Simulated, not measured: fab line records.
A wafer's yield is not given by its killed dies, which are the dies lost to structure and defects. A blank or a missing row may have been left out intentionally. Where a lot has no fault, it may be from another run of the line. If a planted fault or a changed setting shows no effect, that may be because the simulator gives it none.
Which of the tools did it? + flow nand harc + 24 lots with 72 wafers sampled at 6 steps, on a route of 1159 steps

## WHAT THE GAUGES READ, wafer by wafer
Not one reading of a measure or inspect step in the record can be checked against a usual standard deviation.

## EACH LOT AND THE TOOL THAT RAN IT (in order: tool; ch and the chambers of the sampled wafers; start)
| lot  | NHARC_A_STAIRCASE_STRIP_476        | NHARC_A_STAIRCASE_DEP_417       | NHARC_A_STAIRCASE_ETCH_444         | NHARC_A_SGD_CUT_ETCHBACK_24        | NHARC_A_SGD_CUT_STRIP_28                      | NHARC_A_WL_FILL_ETCHBACK_05       |
|------|------------------------------------|---------------------------------|------------------------------------|------------------------------------|-----------------------------------------------|-----------------------------------|
| L075 | rie diel-05 ch 2,3, day 12 05:20   | pecvd-04 ch 0,1,2, day 12 05:32 | rie diel-13 ch 0,1,2, day 13 20:26 | rie diel-07 ch 0,1,3, day 14 10:02 | rie diel-07 ch 0,2,3, day 15 11:51 or earlier | rie metal-03 ch 0,1, day 15 11:51 |
| L076 | rie diel-09 ch 1,2,3, day 12 06:46 | pecvd-01 ch 0,1,2, day 12 06:51 | rie diel-05 ch 0,1,2, day 13 20:20 | rie diel-10 ch 1,2,3, day 14 10:01 | rie diel-10 ch 1,2,3, day 14 10:12            | rie metal-01 ch 0,1, day 15 14:40 |
| L077 | rie diel-05 ch 0,2,3, day 12 11:07 | pecvd-01 ch 0,1,2, day 12 11:12 | rie diel-09 ch 1,2,3, day 13 20:29 | rie diel-02 ch 0,2,3, day 14 10:08 | rie diel-02 ch 0,1,2, day 15 12:22 or earlier | rie metal-02 ch 0,1, day 15 12:22 |
| L074 | rie diel-05 ch 0,3, day 12 18:40   | pecvd-01 ch 0,1,2, day 12 18:52 | rie diel-13 ch 0,1,2, day 14 08:14 | rie diel-07 ch 2,3, day 14 19:44   | rie diel-07 ch 1,2,3, day 15 20:29 or earlier | rie metal-03 ch 0,1, day 15 20:29 |
| L079 | rie diel-05 ch 1,2,3, day 12 23:53 | pecvd-02 ch 0,1,2, day 13 00:02 | rie diel-05 ch 1,2,3, day 14 07:50 | rie diel-10 ch 1,2,3, day 14 19:43 | rie diel-10 ch 1,3, day 14 19:59              | rie metal-03 ch 0,1, day 15 17:40 |
| L078 | rie diel-13 ch 1,3, day 13 01:12   | pecvd-04 ch 0,1, day 13 01:23   | rie diel-09 ch 1,2, day 14 08:25   | rie diel-10 ch 1,2, day 14 19:55   | rie diel-10 ch 2,3, day 14 20:02              | rie metal-01 ch 1, day 15 17:54   |
| L081 | rie diel-13 ch 0,2,3, day 14 03:05 | pecvd-04 ch 1,2, day 14 03:17   | rie diel-13 ch 0,1,3, day 15 18:34 | rie diel-02 ch 0,2, day 16 07:17   | rie diel-02 ch 0,2,3, day 16 07:25            | rie metal-01 ch 0,1, day 17 03:04 |
| L080 | rie diel-05 ch 0,2,3, day 14 04:20 | pecvd-04 ch 0,1,2, day 14 04:26 | rie diel-09 ch 1,3, day 16 00:54   | rie diel-02 ch 0,2,3, day 16 15:22 | rie diel-02 ch 0,1,3, day 17 19:26 or earlier | rie metal-03 ch 0,1, day 17 19:26 |
| L082 | rie diel-05 ch 0,1,3, day 14 04:23 | pecvd-02 ch 0,1,2, day 14 04:28 | rie diel-09 ch 1,3, day 15 19:09   | rie diel-07 ch 0,1,2, day 16 07:10 | rie diel-07 ch 0,1,2, day 17 05:51 or earlier | rie metal-02 ch 0,1, day 17 05:51 |
| L084 | rie diel-13 ch 0,1,2, day 14 06:00 | pecvd-01 ch 0,1, day 14 06:08   | rie diel-09 ch 1,3, day 15 21:59   | rie diel-02 ch 0,2, day 16 12:29   | rie diel-02 ch 0,1,2, day 16 12:44            | rie metal-01 ch 0,1, day 17 17:07 |
| L083 | rie diel-13 ch 2,3, day 14 07:05   | pecvd-01 ch 0,1,2, day 14 07:19 | rie diel-13 ch 0,1,3, day 15 23:53 | rie diel-02 ch 0,2,3, day 16 12:40 | rie diel-02 ch 0,2,3, day 16 12:47            | rie metal-03 ch 0,1, day 17 16:37 |
| L088 | rie diel-09 ch 2,3, day 14 22:51   | pecvd-04 ch 0,2, day 14 23:29   | rie diel-13 ch 2,3, day 16 11:56   | rie diel-10 ch 0,1, day 16 23:43   | rie diel-10 ch 1,2,3, day 17 22:15 or earlier | rie metal-02 ch 0,1, day 17 22:15 |
| L085 | rie diel-05 ch 0,1,3, day 14 23:59 | pecvd-04 ch 0,1,2, day 15 00:23 | rie diel-05 ch 0,1,3, day 16 12:47 | rie diel-02 ch 0,2,3, day 16 23:47 | rie diel-02 ch 0,2,3, day 16 23:54            | rie metal-01 ch 0,1, day 17 21:06 |
| L086 | rie diel-13 ch 1,2,3, day 15 05:23 | pecvd-04 ch 0,1,2, day 15 05:44 | rie diel-05 ch 0,1, day 16 20:43   | rie diel-02 ch 0,2, day 17 09:32   | rie diel-02 ch 0,2,3, day 17 09:43            | rie metal-01 ch 0,1, day 18 07:02 |
| L087 | rie diel-09 ch 0,1,3, day 15 11:49 | pecvd-02 ch 0,1,2, day 15 11:58 | rie diel-13 ch 1,2, day 17 02:46   | rie diel-07 ch 0,1,2, day 17 14:43 | rie diel-07 ch 1,3, day 18 16:38 or earlier   | rie metal-03 ch 1, day 18 16:38   |
| L090 | rie diel-13 ch 0,2,3, day 15 15:36 | pecvd-04 ch 0,1, day 15 15:41   | rie diel-09 ch 2,3, day 17 06:26   | rie diel-02 ch 1,2,3, day 17 20:08 | rie diel-02 ch 0,1, day 18 16:25 or earlier   | rie metal-01 ch 0,1, day 18 16:25 |
| L089 | rie diel-05 ch 0,3, day 15 17:21   | pecvd-02 ch 0,1,2, day 15 17:29 | rie diel-05 ch 2,3, day 17 06:50   | rie diel-10 ch 1,3, day 17 20:06   | rie diel-10 ch 1,2, day 18 19:17 or earlier   | rie metal-02 ch 0,1, day 18 19:17 |
| L091 | rie diel-05 ch 0,2, day 16 03:25   | pecvd-01 ch 1,2, day 16 03:30   | rie diel-13 ch 0,2,3, day 17 17:46 | rie diel-02 ch 1,2, day 18 07:19   | rie diel-02 ch 0,1,2, day 19 10:49 or earlier | rie metal-01 ch 0,1, day 19 10:49 |
| L092 | rie diel-05 ch 2,3, day 16 05:01   | pecvd-04 ch 0,1, day 16 05:17   | rie diel-05 ch 1,2, day 17 17:46   | rie diel-07 ch 0,1,3, day 18 07:11 | rie diel-07 ch 0,2,3, day 19 08:14 or earlier | rie metal-03 ch 1, day 19 08:14   |
| L093 | rie diel-05 ch 2,3, day 16 06:30   | pecvd-01 ch 0,1, day 16 06:35   | rie diel-09 ch 0,1,3, day 17 17:28 | rie diel-10 ch 0,3, day 18 07:11   | rie diel-10 ch 0,1, day 19 05:37 or earlier   | rie metal-02 ch 0, day 19 05:37   |
| L094 | rie diel-09 ch 1,2, day 17 02:13   | pecvd-02 ch 0,1, day 17 02:25   | rie diel-13 ch 0,3, day 18 16:33   | rie diel-07 ch 0,1,3, day 19 04:29 | rie diel-07 ch 0,1, day 20 07:46 or earlier   | rie metal-03 ch 0, day 20 07:46   |
| L095 | rie diel-13 ch 0,1,2, day 17 05:26 | pecvd-02 ch 1,2, day 17 05:34   | rie diel-09 ch 0,1,3, day 18 22:46 | rie diel-02 ch 0,2,3, day 19 10:44 | rie diel-02 ch 1,2,3, day 20 11:05 or earlier | rie metal-01 ch 0,1, day 20 11:05 |
| L096 | rie diel-09 ch 0,1,3, day 17 14:19 | pecvd-02 ch 0,1,2, day 17 14:25 | rie diel-05 ch 0,1,3, day 19 04:40 | rie diel-02 ch 0,2,3, day 19 17:11 | rie diel-02 ch 0,1,3, day 20 15:44 or earlier | rie metal-02 ch 0,1, day 20 15:44 |
| L097 | rie diel-09 ch 0,1, day 17 19:01   | pecvd-04 ch 0,1, day 17 19:09   | rie diel-05 ch 0,2,3, day 19 11:31 | rie diel-07 ch 0,2,3, day 19 23:27 | rie diel-07 ch 2,3, day 20 19:27 or earlier   | rie metal-03 ch 0, day 20 19:27   |
- NHARC_A_STAIRCASE_STRIP_476: strips in O2, time 20 s.
- NHARC_A_STAIRCASE_DEP_417: deposits Si3N4, target thk 60 nm.
- NHARC_A_STAIRCASE_ETCH_444: etches the open film in C4F8/O2, target depth 10200 nm, time 3400 s.
- NHARC_A_SGD_CUT_ETCHBACK_24: etches the open film in CH3F/O2, target depth 50 nm, time 92.857 s.
- NHARC_A_SGD_CUT_STRIP_28: strips in O2, time 20 s.
- NHARC_A_WL_FILL_ETCHBACK_05: etches the open film in Cl2/BCl3, target depth 22 nm, time 60 s.

## AS READ BY THE TOOLS THEMSELVES (means over the sampled wafers that have a number; for cases with no such wafer, the mark the record gives instead)
NHARC_A_STAIRCASE_STRIP_476. Usual: drypump motor current A 5.8 A, standard deviation 0.6; oes product au 0.999 a.u., standard deviation 0.011; rf vpp V 57.7 V, standard deviation 0.85; showerhead plenum p Torr 3.52 Torr, standard deviation 0.13; throttle valve pct 17.036 %, standard deviation 0.0089.
| lot  | tool        | drypump motor current A (A) | oes product au (a.u.) | rf vpp V (V) | showerhead plenum p Torr (Torr) | throttle valve pct (%) | flag |
|------|-------------|-----------------------------|-----------------------|--------------|---------------------------------|------------------------|------|
| L075 | rie diel-05 | 6.2                         | 1.001                 | 57.5         | 3.43                            | 17.039                 |      |
| L076 | rie diel-09 | 5.4                         | 0.999                 | 57.5         | 3.60                            | 17.029                 |      |
| L077 | rie diel-05 | 6.2                         | 1.008                 | 57.6         | 3.44                            | 17.041                 |      |
| L074 | rie diel-05 | 6.6                         | 0.989                 | 57.6         | 3.37                            | 17.037                 |      |
| L079 | rie diel-05 | 5.7                         | 1.011                 | 56.9         | 3.51                            | 17.038                 |      |
| L078 | rie diel-13 | 6.0                         | 1.006                 | 58.7         | 3.59                            | 17.039                 |      |
| L081 | rie diel-13 | 5.7                         | 0.991                 | 57.5         | 3.53                            | 17.036                 |      |
| L080 | rie diel-05 | 6.2                         | 0.999                 | 57.5         | 3.43                            | 17.040                 |      |
| L082 | rie diel-05 | 6.1                         | 0.995                 | 57.3         | 3.44                            | 17.039                 |      |
| L084 | rie diel-13 | 6.2                         | 0.992                 | 57.6         | 3.49                            | 17.028                 |      |
| L083 | rie diel-13 | 5.7                         | 0.989                 | 57.9         | 3.64                            | 17.029                 |      |
| L088 | rie diel-09 | 5.4                         | 0.996                 | 57.7         | 3.57                            | 17.037                 |      |
| L085 | rie diel-05 | 6.1                         | 1.002                 | 58.2         | 3.44                            | 17.034                 |      |
| L086 | rie diel-13 | 5.8                         | 0.990                 | 57.8         | 3.61                            | 17.036                 |      |
| L087 | rie diel-09 | 5.4                         | 1.001                 | 58.1         | 3.62                            | 17.039                 |      |
| L090 | rie diel-13 | 5.7                         | 0.990                 | 58.5         | 3.52                            | 17.043                 |      |
| L089 | rie diel-05 | 6.6                         | 0.997                 | 57.4         | 3.35                            | 17.042                 |      |
| L091 | rie diel-05 | 5.7                         | 1.009                 | 57.6         | 3.49                            | 17.038                 |      |
| L092 | rie diel-05 | 6.2                         | 0.999                 | 57.8         | 3.42                            | 17.035                 |      |
| L093 | rie diel-05 | 5.7                         | 1.007                 | 58.7         | 3.48                            | 17.040                 |      |
| L094 | rie diel-09 | 5.8                         | 0.997                 | 58.1         | 3.60                            | 17.037                 |      |
| L095 | rie diel-13 | 6.2                         | 0.993                 | 57.8         | 3.47                            | 17.044                 |      |
| L096 | rie diel-09 | 5.4                         | 0.994                 | 57.6         | 3.61                            | 17.040                 |      |
| L097 | rie diel-09 | 5.7                         | 0.995                 | 57.4         | 3.65                            | 17.040                 |      |

NHARC_A_STAIRCASE_DEP_417. Usual: heater power w 654 W, standard deviation 94.
| lot  | tool     | heater power w (W) | flag |
|------|----------|--------------------|------|
| L075 | pecvd-04 | 710                |      |
| L076 | pecvd-01 | 676                |      |
| L077 | pecvd-01 | 667                |      |
| L074 | pecvd-01 | 696                |      |
| L079 | pecvd-02 | 588                |      |
| L078 | pecvd-04 | 677                |      |
| L081 | pecvd-04 | 724                |      |
| L080 | pecvd-04 | 683                |      |
| L082 | pecvd-02 | 625                |      |
| L084 | pecvd-01 | 607                |      |
| L083 | pecvd-01 | 701                |      |
| L088 | pecvd-04 | 639                |      |
| L085 | pecvd-04 | 704                |      |
| L086 | pecvd-04 | 593                |      |
| L087 | pecvd-02 | 609                |      |
| L090 | pecvd-04 | 684                |      |
| L089 | pecvd-02 | 620                |      |
| L091 | pecvd-01 | 706                |      |
| L092 | pecvd-04 | 691                |      |
| L093 | pecvd-01 | 618                |      |
| L094 | pecvd-02 | 558                |      |
| L095 | pecvd-02 | 660                |      |
| L096 | pecvd-02 | 608                |      |
| L097 | pecvd-04 | 677                |      |

NHARC_A_STAIRCASE_ETCH_444. Usual: oes product au 0.927 a.u., standard deviation 0.015; rf vpp V 807 V, standard deviation 4.3.
| lot  | tool        | oes product au (a.u.) | rf vpp V (V) | flag |
|------|-------------|-----------------------|--------------|------|
| L075 | rie diel-13 | 0.937                 | 806          |      |
| L076 | rie diel-05 | 0.935                 | 806          |      |
| L077 | rie diel-09 | 0.923                 | 808          |      |
| L074 | rie diel-13 | 0.963                 | 805          |      |
| L079 | rie diel-05 | 0.928                 | 807          |      |
| L078 | rie diel-09 | 0.926                 | 809          |      |
| L081 | rie diel-13 | 0.926                 | 806          |      |
| L080 | rie diel-09 | 0.922                 | 809          |      |
| L082 | rie diel-09 | 0.923                 | 810          |      |
| L084 | rie diel-09 | 0.922                 | 808          |      |
| L083 | rie diel-13 | 0.925                 | 807          |      |
| L088 | rie diel-13 | 0.915                 | 811          |      |
| L085 | rie diel-05 | 0.933                 | 804          |      |
| L086 | rie diel-05 | 0.963                 | 804          |      |
| L087 | rie diel-13 | 0.918                 | 808          |      |
| L090 | rie diel-09 | 0.921                 | 808          |      |
| L089 | rie diel-05 | 0.923                 | 803          |      |
| L091 | rie diel-13 | 0.917                 | 807          |      |
| L092 | rie diel-05 | 0.925                 | 808          |      |
| L093 | rie diel-09 | 0.923                 | 810          |      |
| L094 | rie diel-13 | 0.923                 | 804          |      |
| L095 | rie diel-09 | 0.918                 | 809          |      |
| L096 | rie diel-05 | 0.918                 | 803          |      |
| L097 | rie diel-05 | 0.914                 | 803          |      |

NHARC_A_SGD_CUT_ETCHBACK_24. Usual: drypump motor current A 5.8 A, standard deviation 0.41; oes product au 0.98 a.u., standard deviation 0.032; rf vpp V 244.5 V, standard deviation 1.5; showerhead plenum p Torr 2.46 Torr, standard deviation 0.088; throttle valve pct 20.663 %, standard deviation 0.0089.
| lot  | tool        | drypump motor current A (A) | oes product au (a.u.) | rf vpp V (V) | showerhead plenum p Torr (Torr) | throttle valve pct (%) | flag |
|------|-------------|-----------------------------|-----------------------|--------------|---------------------------------|------------------------|------|
| L075 | rie diel-07 | 6.0                         | 0.94                  | 244.1        | 2.37                            | 20.664                 |      |
| L076 | rie diel-10 | 5.8                         | 0.92                  | 244.3        | 2.43                            | 20.663                 |      |
| L077 | rie diel-02 | 5.6                         | 0.99                  | 244.8        | 2.54                            | 20.667                 |      |
| L074 | rie diel-07 | 6.2                         | 1.00                  | 243.4        | 2.39                            | 20.656                 |      |
| L079 | rie diel-10 | 5.8                         | 0.99                  | 243.3        | 2.43                            | 20.663                 |      |
| L078 | rie diel-10 | 6.1                         | 1.00                  | 244.2        | 2.45                            | 20.660                 |      |
| L081 | rie diel-02 | 5.7                         | 1.00                  | 246.1        | 2.56                            | 20.663                 |      |
| L080 | rie diel-02 | 5.6                         | 0.99                  | 245.8        | 2.54                            | 20.657                 |      |
| L082 | rie diel-07 | 5.9                         | 0.96                  | 242.6        | 2.36                            | 20.662                 |      |
| L084 | rie diel-02 | 5.4                         | 0.92                  | 245.6        | 2.53                            | 20.660                 |      |
| L083 | rie diel-02 | 5.6                         | 0.99                  | 245.6        | 2.54                            | 20.667                 |      |
| L088 | rie diel-10 | 5.3                         | 0.99                  | 243.5        | 2.38                            | 20.664                 |      |
| L085 | rie diel-02 | 5.6                         | 1.00                  | 245.6        | 2.54                            | 20.665                 |      |
| L086 | rie diel-02 | 5.5                         | 0.92                  | 245.2        | 2.53                            | 20.660                 |      |
| L087 | rie diel-07 | 5.9                         | 0.94                  | 243.8        | 2.36                            | 20.671                 |      |
| L090 | rie diel-02 | 5.7                         | 0.98                  | 244.3        | 2.51                            | 20.661                 |      |
| L089 | rie diel-10 | 5.5                         | 0.99                  | 243.5        | 2.41                            | 20.665                 |      |
| L091 | rie diel-02 | 6.0                         | 0.99                  | 245.4        | 2.50                            | 20.669                 |      |
| L092 | rie diel-07 | 6.0                         | 1.00                  | 243.2        | 2.36                            | 20.664                 |      |
| L093 | rie diel-10 | 5.6                         | 0.99                  | 244.0        | 2.43                            | 20.674                 |      |
| L094 | rie diel-07 | 6.0                         | 1.01                  | 243.9        | 2.36                            | 20.662                 |      |
| L095 | rie diel-02 | 5.5                         | 0.99                  | 245.3        | 2.54                            | 20.666                 |      |
| L096 | rie diel-02 | 5.6                         | 0.99                  | 245.7        | 2.54                            | 20.650                 |      |
| L097 | rie diel-07 | 6.1                         | 1.01                  | 243.6        | 2.39                            | 20.658                 |      |

NHARC_A_SGD_CUT_STRIP_28. Usual: drypump motor current A 5.8 A, standard deviation 0.43; oes product au 0.998 a.u., standard deviation 0.01; rf vpp V 57.7 V, standard deviation 0.9; showerhead plenum p Torr 3.53 Torr, standard deviation 0.12; throttle valve pct 17.036 %, standard deviation 0.009.
| lot  | tool        | drypump motor current A (A) | oes product au (a.u.) | rf vpp V (V) | showerhead plenum p Torr (Torr) | throttle valve pct (%) | flag |
|------|-------------|-----------------------------|-----------------------|--------------|---------------------------------|------------------------|------|
| L075 | rie diel-07 | 6.1                         | 0.999                 | 57.1         | 3.44                            | 17.035                 |      |
| L076 | rie diel-10 | 5.8                         | 0.996                 | 57.4         | 3.49                            | 17.039                 |      |
| L077 | rie diel-02 | 5.8                         | 1.000                 | 58.0         | 3.63                            | 17.041                 |      |
| L074 | rie diel-07 | 6.1                         | 1.006                 | 57.4         | 3.38                            | 17.035                 |      |
| L079 | rie diel-10 | 5.3                         | 0.990                 | 57.2         | 3.43                            | 17.036                 |      |
| L078 | rie diel-10 | 6.2                         | 1.009                 | 57.4         | 3.56                            | 17.035                 |      |
| L081 | rie diel-02 | 5.5                         | 0.997                 | 57.4         | 3.64                            | 17.040                 |      |
| L080 | rie diel-02 | 5.9                         | 0.991                 | 58.5         | 3.65                            | 17.018                 |      |
| L082 | rie diel-07 | 5.9                         | 1.013                 | 56.4         | 3.39                            | 17.042                 |      |
| L084 | rie diel-02 | 5.9                         | 0.992                 | 58.1         | 3.63                            | 17.042                 |      |
| L083 | rie diel-02 | 5.6                         | 0.985                 | 57.4         | 3.64                            | 17.037                 |      |
| L088 | rie diel-10 | 5.8                         | 0.982                 | 57.0         | 3.49                            | 17.031                 |      |
| L085 | rie diel-02 | 5.6                         | 0.990                 | 59.0         | 3.64                            | 17.038                 |      |
| L086 | rie diel-02 | 5.5                         | 0.994                 | 57.9         | 3.64                            | 17.028                 |      |
| L087 | rie diel-07 | 6.0                         | 1.008                 | 57.1         | 3.34                            | 17.033                 |      |
| L090 | rie diel-02 | 6.2                         | 1.004                 | 57.8         | 3.63                            | 17.037                 |      |
| L089 | rie diel-10 | 6.1                         | 0.995                 | 59.0         | 3.52                            | 17.042                 |      |
| L091 | rie diel-02 | 5.9                         | 0.994                 | 57.8         | 3.62                            | 17.037                 |      |
| L092 | rie diel-07 | 6.1                         | 0.998                 | 57.8         | 3.44                            | 17.033                 |      |
| L093 | rie diel-10 | 5.4                         | 0.991                 | 57.3         | 3.42                            | 17.033                 |      |
| L094 | rie diel-07 | 5.8                         | 1.009                 | 57.9         | 3.40                            | 17.046                 |      |
| L095 | rie diel-02 | 5.7                         | 0.992                 | 58.3         | 3.59                            | 17.039                 |      |
| L096 | rie diel-02 | 5.9                         | 0.995                 | 58.0         | 3.64                            | 17.037                 |      |
| L097 | rie diel-07 | 6.2                         | 1.008                 | 57.1         | 3.42                            | 17.041                 |      |

NHARC_A_WL_FILL_ETCHBACK_05. Usual: drypump motor current A 5.8 A, standard deviation 0.43; he backside leak sccm 3.36 sccm, standard deviation 0.26; oes product au 1.000 a.u., standard deviation 0.011.
| lot  | tool         | drypump motor current A (A) | he backside leak sccm (sccm) | oes product au (a.u.) | flag |
|------|--------------|-----------------------------|------------------------------|-----------------------|------|
| L075 | rie metal-03 | 6.4                         | 3.31                         | 1.010                 |      |
| L076 | rie metal-01 | 5.7                         | 3.28                         | 0.994                 |      |
| L077 | rie metal-02 | 5.4                         | 3.51                         | 0.997                 |      |
| L074 | rie metal-03 | 6.2                         | 3.34                         | 1.003                 |      |
| L079 | rie metal-03 | 6.2                         | 3.20                         | 0.999                 |      |
| L078 | rie metal-01 | 5.8                         | 3.58                         | 0.983                 |      |
| L081 | rie metal-01 | 5.7                         | 3.31                         | 1.002                 |      |
| L080 | rie metal-03 | 6.3                         | 3.31                         | 0.999                 |      |
| L082 | rie metal-02 | 5.4                         | 3.48                         | 0.995                 |      |
| L084 | rie metal-01 | 5.7                         | 3.65                         | 0.997                 |      |
| L083 | rie metal-03 | 6.2                         | 3.18                         | 1.003                 |      |
| L088 | rie metal-02 | 5.2                         | 3.36                         | 1.001                 |      |
| L085 | rie metal-01 | 5.7                         | 3.32                         | 0.998                 |      |
| L086 | rie metal-01 | 5.7                         | 3.42                         | 0.991                 |      |
| L087 | rie metal-03 | 6.1                         | 3.14                         | 0.994                 |      |
| L090 | rie metal-01 | 5.8                         | 3.46                         | 1.003                 |      |
| L089 | rie metal-02 | 5.2                         | 3.36                         | 1.003                 |      |
| L091 | rie metal-01 | 5.8                         | 3.89                         | 0.995                 |      |
| L092 | rie metal-03 | 6.0                         | 3.12                         | 1.008                 |      |
| L093 | rie metal-02 | 5.1                         | 3.19                         | 1.012                 |      |
| L094 | rie metal-03 | 6.5                         | 3.38                         | 1.016                 |      |
| L095 | rie metal-01 | 5.8                         | 3.46                         | 0.999                 |      |
| L096 | rie metal-02 | 5.2                         | 3.32                         | 1.009                 |      |
| L097 | rie metal-03 | 6.5                         | 3.21                         | 1.011                 |      |

## THE ANSWER, worked out from the rows above alone
Rule: a lot is off if the mean of its wafers that have a number lies more than 3 standard deviations from the usual mean. A lot without any number at a reading at which 4 lots or more have one is off too. The other lots that the step has rows for count as sound. The gauges are gone through in route order, then the tools' own readings, and for those a lot's mean is taken as printed above. At the first step where some lot is off, the reading lying furthest off is the one used; lots without a number count as furthest.
None of the lots is off at any reading shown; this tells nothing.

## WHAT HAD BEEN PUT IN BY THE SIMULATOR
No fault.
